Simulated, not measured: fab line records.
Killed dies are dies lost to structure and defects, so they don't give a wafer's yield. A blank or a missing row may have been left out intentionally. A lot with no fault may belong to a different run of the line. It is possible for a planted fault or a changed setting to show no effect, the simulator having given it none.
Lot-split experiment | flow n5 finfet | 39 wafers read from 7 lots, route of 1938 steps

== ABOUT THE SPLIT ==
At N5_BEOL_M7_ILD_DEP_00 (deposits SiCOH lowk from DEMS/porogen, target thk 179.75 nm, time 33.4 s), the setting target thk a was moved away from the recipe's 1797.5 angstrom on 18 of the 39 wafers read, by -53.4% to +42.2%. For the rest of the wafers, this setting stayed at what the recipe calls for.

== SPLIT TO READING: what lies between them in the file, 1 step ==
- N5_BEOL_M7_CURE_74: cures SiCOH lowk, time 240 s

== THE READING ==
Values of M7_ILD_THK in nm from N5_BEOL_M7_THK_MEAS_01. On this fab line, fault-free wafers typically give 155.3 nm with a standard deviation of 2.5 nm.

wafer  | tool, chamber at the split | target thk a as run, angstrom | against the recipe | M7_ILD_THK, nm | against lot-mates on the recipe
L077.1 | pecvd-02, 2                | 1797.5                        | recipe             | 148.8          | -
L077.2 | pecvd-02, 1                | 2394                          | +33.2%             | 202.4          | +49.6
L077.3 | pecvd-02, 0                | 2394                          | +33.2%             | 205.7          | +52.9
L077.4 | pecvd-02, 1                | 2394                          | +33.2%             | 204.3          | +51.5
L077.5 | pecvd-02, 0                | 1797.5                        | recipe             | 156.9          | -
L077.6 | pecvd-02, 2                | 1797.5                        | recipe             | 152.6          | -
L083.1 | pecvd-04, 1                | 1797.5                        | recipe             | 156.1          | -
L083.3 | pecvd-04, 0                | 1797.5                        | recipe             | 155.2          | -
L083.6 | pecvd-04, 0                | 1797.5                        | recipe             | 158.9          | -
L082.1 | pecvd-04, 2                | 1401                          | -22.1%             | 120.9          | -37.2
L082.2 | pecvd-04, 1                | 1401                          | -22.1%             | 123.5          | -34.6
L082.3 | pecvd-04, 0                | 1797.5                        | recipe             | 157.2          | -
L082.4 | pecvd-04, 2                | 1401                          | -22.1%             | 123.2          | -34.9
L082.5 | pecvd-04, 1                | 1797.5                        | recipe             | 160.1          | -
L082.6 | pecvd-04, 0                | 1797.5                        | recipe             | 156.9          | -
L081.1 | pecvd-04, 2                | 1445                          | -19.6%             | 125.5          | -32.2
L081.2 | pecvd-04, 0                | 1797.5                        | recipe             | 156.8          | -
L081.3 | pecvd-04, 1                | 1797.5                        | recipe             | 157.8          | -
L081.4 | pecvd-04, 2                | 1445                          | -19.6%             | 127.6          | -30.1
L081.5 | pecvd-04, 0                | 1797.5                        | recipe             | 158.5          | -
L081.6 | pecvd-04, 1                | 1445                          | -19.6%             | 130.0          | -27.7
L089.1 | pecvd-02, 2                | 2511                          | +39.7%             | 215.4          | +58.5
L089.2 | pecvd-02, 0                | 2511                          | +39.7%             | 217.7          | +60.8
L089.3 | pecvd-02, 0                | 2511                          | +39.7%             | 221.3          | +64.4
L089.4 | pecvd-02, 2                | 1797.5                        | recipe             | 157.5          | -
L089.5 | pecvd-02, 0                | 1797.5                        | recipe             | 157.1          | -
L089.6 | pecvd-02, 2                | 1797.5                        | recipe             | 156.0          | -
L091.1 | pecvd-01, 2                | 1797.5                        | recipe             | 153.2          | -
L091.2 | pecvd-01, 1                | 838.1                         | -53.4%             | 71.3           | -82.9
L091.3 | pecvd-01, 0                | 838.1                         | -53.4%             | 70.6           | -83.6
L091.4 | pecvd-01, 2                | 838.1                         | -53.4%             | 72.3           | -81.9
L091.5 | pecvd-01, 0                | 1797.5                        | recipe             | 156.4          | -
L091.6 | pecvd-01, 1                | 1797.5                        | recipe             | 152.9          | -
L090.1 | pecvd-04, 2                | 1797.5                        | recipe             | 154.2          | -
L090.2 | pecvd-04, 0                | 2556                          | +42.2%             | 219.1          | +63.2
L090.3 | pecvd-04, 1                | 1797.5                        | recipe             | 156.2          | -
L090.4 | pecvd-04, 0                | 2556                          | +42.2%             | 224.4          | +68.5
L090.5 | pecvd-04, 1                | 1797.5                        | recipe             | 157.4          | -
L090.6 | pecvd-04, 2                | 2556                          | +42.2%             | 222.8          | +66.9

FIT RESULTS
A straight line over all 39 wafers: M7_ILD_THK changes by +1.55 nm for each +1% of target thk a; r = +1.00; the points scatter about the line by 2.6 nm.
The same after taking each lot's own level away (the mean of its wafers on the recipe; 39 wafers): +1.56 nm for each +1%; r = +1.00; scatter 1.8 nm.
On that fit, the largest move of target thk a shifts the reading by 83 nm.
The lots' own levels span 152.77 to 158.07 nm, that is 2.1 times the standard deviation above.
The two slopes agree, so the slope changes little with the lot-to-lot level.
Check: -83.1 nm against its lot-mates is what the line predicts for one of the wafers moved furthest among these (-53.4%) when that wafer is left out of the fit. It came out at -82.9 nm against them.

== THE WHOLE CHAIN: every reading that the file lists as answering this split, in the file's order ==
step                   | what it does                                                             | reading                                                                                  | change (the file's fit)              | r (the file's)
N5_BEOL_M7_ILD_DEP_00  | deposits SiCOH lowk from DEMS/porogen, target thk 179.75 nm, time 33.4 s | SiCOH_lowk_of_BEOL_M7_ILD_DEP_00.thk nm (the simulator's own value, which no gauge read) | +1.79 nm for each +1% of the setting | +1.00
N5_BEOL_M7_CURE_74     | cures SiCOH lowk, time 240 s                                             | SiCOH_lowk_of_BEOL_M7_ILD_DEP_00.thk nm (the simulator's own value, which no gauge read) | +1.56 nm for each +1% of the setting | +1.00
N5_BEOL_M7_THK_MEAS_01 |                                                                          | M7_ILD_THK                                                                               | +1.56 for each +1% of the setting    | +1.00

== THE FILE'S OWN FIT ==
M7_ILD_THK changes by +1.56 nm for each +1% of target thk a, r = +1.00.
